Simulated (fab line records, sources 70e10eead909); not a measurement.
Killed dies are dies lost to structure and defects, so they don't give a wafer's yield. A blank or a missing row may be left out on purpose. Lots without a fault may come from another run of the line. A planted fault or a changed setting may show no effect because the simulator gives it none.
Which tool did it? | flow nand_harc | 14 lots, 42 wafers sampled, at 5 steps of a route of 1159

WHAT THE GAUGES READ, wafer by wafer
NHARC_END_SORT_01.
lot  | measured     | on        | killed_at_array | killed_at_other | killed_at_periphery | killed_dies | killed_open | killed_short
L781 | day 24 05:40 | prober-01 | 321 297 311     | 0 0 3           | 0 1 0               | 321 298 314 | 1 4 2       | 0 3 1
L783 | day 25 03:33 | prober-01 | 324 309 298     | 3 1 1           | 4 5 0               | 331 315 299 | 5 2 3       | 0 1 0

WHICH TOOL RAN EACH LOT (tool, then ch and the chambers of the sampled wafers, then the start)
lot  | NHARC_A_WL_FILL_CVD_03        | NHARC_A_M1_ANNEAL_31             | NHARC_A_M1_CMP_23             | NHARC_A_BONDPAD_PVD_27
L762 | cvd_w-01 ch 0,1, day 15 01:00 | rtp_anneal-02 ch 0, day 17 21:35 | cmp-04 ch 1,3, day 17 21:53   | pvd_sputter-03, no start
L765 | cvd_w-01 ch 0, day 15 07:36   | rtp_anneal-01 ch 0, day 17 23:00 | cmp-01 ch 2,3, day 17 23:17   | pvd_sputter-03, no start
L763 | cvd_w-02 ch 0,1, day 15 07:48 | rtp_anneal-01 ch 0, day 18 00:02 | cmp-04 ch 1,2,3, day 18 00:19 | pvd_sputter-01, no start
L766 | cvd_w-02 ch 1, day 15 15:14   | rtp_anneal-01 ch 0, day 18 08:22 | cmp-02 ch 1,2, day 18 08:43   | pvd_sputter-03, no start
L764 | cvd_w-01 ch 0,1, day 15 16:23 | rtp_anneal-02 ch 0, day 18 03:02 | cmp-04 ch 1,2,3, day 18 03:25 | pvd_sputter-02, no start
L767 | cvd_w-02 ch 0,1, day 16 10:46 | rtp_anneal-02 ch 0, day 19 11:40 | cmp-01 ch 0,3, day 19 12:03   | pvd_sputter-01, no start
L772 | cvd_w-01 ch 0,1, day 16 22:46 | rtp_anneal-01 ch 0, day 19 16:46 | cmp-04 ch 0,1,3, day 19 17:02 | pvd_sputter-02, no start
L770 | cvd_w-01 ch 0,1, day 17 03:56 | rtp_anneal-02 ch 0, day 20 01:56 | cmp-04 ch 0,2,3, day 20 02:19 | pvd_sputter-02, no start
L771 | cvd_w-01 ch 0,1, day 17 06:17 | rtp_anneal-02 ch 0, day 20 03:01 | cmp-02 ch 2,3, day 20 03:22   | pvd_sputter-01, no start
L769 | cvd_w-01 ch 0,1, day 17 10:04 | rtp_anneal-02 ch 0, day 20 07:37 | cmp-01 ch 0,2,3, day 20 07:55 | pvd_sputter-01, no start
L774 | cvd_w-02 ch 0,1, day 17 22:31 | rtp_anneal-01 ch 0, day 20 14:43 | cmp-02 ch 0,1,3, day 20 15:04 | pvd_sputter-03, no start
L781 | cvd_w-02 ch 0,1, day 19 14:35 | rtp_anneal-02 ch 0, day 22 13:19 | cmp-04 ch 0,1,2, day 22 13:40 | pvd_sputter-03, day 24 05:40 or earlier
L783 | cvd_w-02 ch 0,1, day 20 07:10 | rtp_anneal-02 ch 0, day 23 18:44 | cmp-02 ch 2,3, day 23 19:05   | pvd_sputter-02, day 25 03:33 or earlier
L785 | cvd_w-01 ch 0,1, day 20 17:06 | rtp_anneal-01 ch 0, day 23 18:26 | cmp-02 ch 0,3, day 23 18:47   | pvd_sputter-01, no start
- NHARC_A_WL_FILL_CVD_03: deposits W, target thk 40 nm, time 3302 s.
- NHARC_A_M1_ANNEAL_31: time 90 s.
- NHARC_A_M1_CMP_23: polishes, t overpolish 20 s, target thk 154.34 nm.
- NHARC_A_BONDPAD_PVD_27: deposits Cu, target thk 30 nm, time 20.49 s.

WHAT THE TOOLS THEMSELVES READ (means of the sampled wafers that have a number; where no wafer has one, the mark that the record gives instead)
NHARC_A_WL_FILL_CVD_03.
lot  | tool     | heater_power_w (W) | throttle_valve_pct (%)
L762 | cvd_w-01 | 429                | 7.7
L765 | cvd_w-01 | 447                | 7.4
L763 | cvd_w-02 | 455                | 7.9
L766 | cvd_w-02 | 427                | 7.5
L764 | cvd_w-01 | 448                | 7.8
L767 | cvd_w-02 | 470                | 8.3
L772 | cvd_w-01 | 445                | 7.6
L770 | cvd_w-01 | 445                | 7.5
L771 | cvd_w-01 | 453                | 7.8
L769 | cvd_w-01 | 446                | 7.6
L774 | cvd_w-02 | 466                | 7.9
L781 | cvd_w-02 | 454                | 7.5
L783 | cvd_w-02 | 449                | 7.7
L785 | cvd_w-01 | 446                | 7.8

NHARC_A_M1_ANNEAL_31.
lot  | tool          | wafer_temp_C_max
L762 | rtp_anneal-02 | 225.7
L765 | rtp_anneal-01 | 226.3
L763 | rtp_anneal-01 | 226.4
L766 | rtp_anneal-01 | 226.5
L764 | rtp_anneal-02 | 225.6
L767 | rtp_anneal-02 | 225.9
L772 | rtp_anneal-01 | 226.4
L770 | rtp_anneal-02 | 225.7
L771 | rtp_anneal-02 | 225.9
L769 | rtp_anneal-02 | 225.9
L774 | rtp_anneal-01 | 226.3
L781 | rtp_anneal-02 | 225.7
L783 | rtp_anneal-02 | 225.9
L785 | rtp_anneal-01 | 226.4

NHARC_A_M1_CMP_23.
lot  | tool   | motor_current_A (A) | time_to_endpoint_s (s)
L762 | cmp-04 | 12.8                | 26.4
L765 | cmp-01 | 12.4                | 26.8
L763 | cmp-04 | 12.3                | 28.5
L766 | cmp-02 | 11.5                | 31.6
L764 | cmp-04 | 12.2                | 27.7
L767 | cmp-01 | 11.7                | 27.0
L772 | cmp-04 | 12.2                | 25.2
L770 | cmp-04 | 12.1                | 26.6
L771 | cmp-02 | 12.2                | 28.9
L769 | cmp-01 | 12.1                | 30.1
L774 | cmp-02 | 12.6                | 30.3
L781 | cmp-04 | 11.8                | 26.1
L783 | cmp-02 | 11.6                | 30.2
L785 | cmp-02 | 12.9                | 30.1

NHARC_A_BONDPAD_PVD_27.
lot  | tool           | throttle_valve_pct (%)
L762 | pvd_sputter-03 | 32.0
L765 | pvd_sputter-03 | 31.5
L763 | pvd_sputter-01 | 29.5
L766 | pvd_sputter-03 | 32.1
L764 | pvd_sputter-02 | 29.7
L767 | pvd_sputter-01 | 29.3
L772 | pvd_sputter-02 | 31.0
L770 | pvd_sputter-02 | 30.8
L771 | pvd_sputter-01 | 29.3
L769 | pvd_sputter-01 | 29.4
L774 | pvd_sputter-03 | 30.4
L781 | pvd_sputter-03 | 30.8
L783 | pvd_sputter-02 | 30.8
L785 | pvd_sputter-01 | 30.2

THE ANSWER, worked out from the rows above alone
Rule: what is usual is taken from the lots themselves. Put in order of their means at a reading, lots are off if they are a third of the lots or fewer, leave a main group of 4 or more, and stand apart from it by a gap of 3 or more times the standard deviation of the main group's means; of several such gaps the widest counts. A main group whose means are all the same, to the digits that the tables above print for the reading, isn't used. A lot without any number at a reading at which 4 lots or more have one is off too. The other lots that the step has rows for count as sound. The gauges are gone through in route order, then the tools' own readings, and for those a lot's mean is taken as printed above. The first step at which some lot is off is used, and at that step the reading that is off furthest; a lot without a number counts as furthest.
No lot is off at any reading shown: from this, nothing can be told.

WHAT THE SIMULATOR HAD PUT IN
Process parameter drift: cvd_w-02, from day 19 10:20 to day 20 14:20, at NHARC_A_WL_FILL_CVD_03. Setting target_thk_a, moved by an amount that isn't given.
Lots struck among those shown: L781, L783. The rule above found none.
